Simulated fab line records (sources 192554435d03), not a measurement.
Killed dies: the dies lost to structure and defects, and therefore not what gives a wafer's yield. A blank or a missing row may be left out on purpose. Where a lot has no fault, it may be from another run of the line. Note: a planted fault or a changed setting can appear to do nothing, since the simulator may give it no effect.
Chamber matching | flow n5Finfet | N5_DUMMY_GATE_CMP_04 on cmp-03 has 4 sister chambers
The step polishes a-Si. 8 wafers are shown with their chamber, then 8 later ones without.

WAFERS, EACH WITH ITS CHAMBER
wafer  | chamber | motorCurrentA (A) | retainingRingPressureFrac
L085.2 | 2       | 7.3               | 0.994
L088.2 | 1       | 10.8              | 0.996
L088.4 | 2       | 7.3               | 1.001
L088.5 | 1       | 10.2              | 0.993
L089.2 | 3       | 10.8              | 0.999
L089.3 | 0       | 9.2               | 0.999
L089.5 | 0       | 8.9               | 1.005
L090.3 | 3       | 10.4              | 1.003

WAFERS MISSING THEIR CHAMBER
wafer  | motorCurrentA (A) | retainingRingPressureFrac
L090.4 | 7.2               | 1.005
L090.5 | 9.4               | 1.001
L091.1 | 10.3              | 1.002
L091.2 | 10.3              | 1.002
L091.3 | 7.5               | 1.012
L096.1 | 9.6               | 1.007
L096.2 | 11.2              | 0.999
L096.4 | 7.5               | 0.997

CHAMBER TAKEN BY EACH
wafer  | from the rows above     | in truth
L090.4 | 2                       | 2
L090.5 | 0                       | 0
L091.1 | can't be placed: 3 or 1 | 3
L091.2 | can't be placed: 3 or 1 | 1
L091.3 | 2                       | 2
L096.1 | can't be placed: 0 or 3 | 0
L096.2 | can't be placed: 3 or 1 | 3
L096.4 | 2                       | 2
Correctly placed: 4 of 8. These rows do not allow placing 4 (true chamber among the candidates in 4). Placed wrongly: 0.
How it was worked out, from the rows above alone: a wafer's distance from a chamber is the root of the sum, over the readings, of the square of ((its reading less the chamber's mean) divided by the reading's scatter). The wafer belongs to the nearest chamber; if the next one is less than 2 further off, it can't be placed. Each chamber's mean is taken over the wafers shown for it. How the scatter is found: for the shown wafers, subtract from each reading the mean of its chamber, square and add these, divide the total by (wafers less chambers), then take the root.
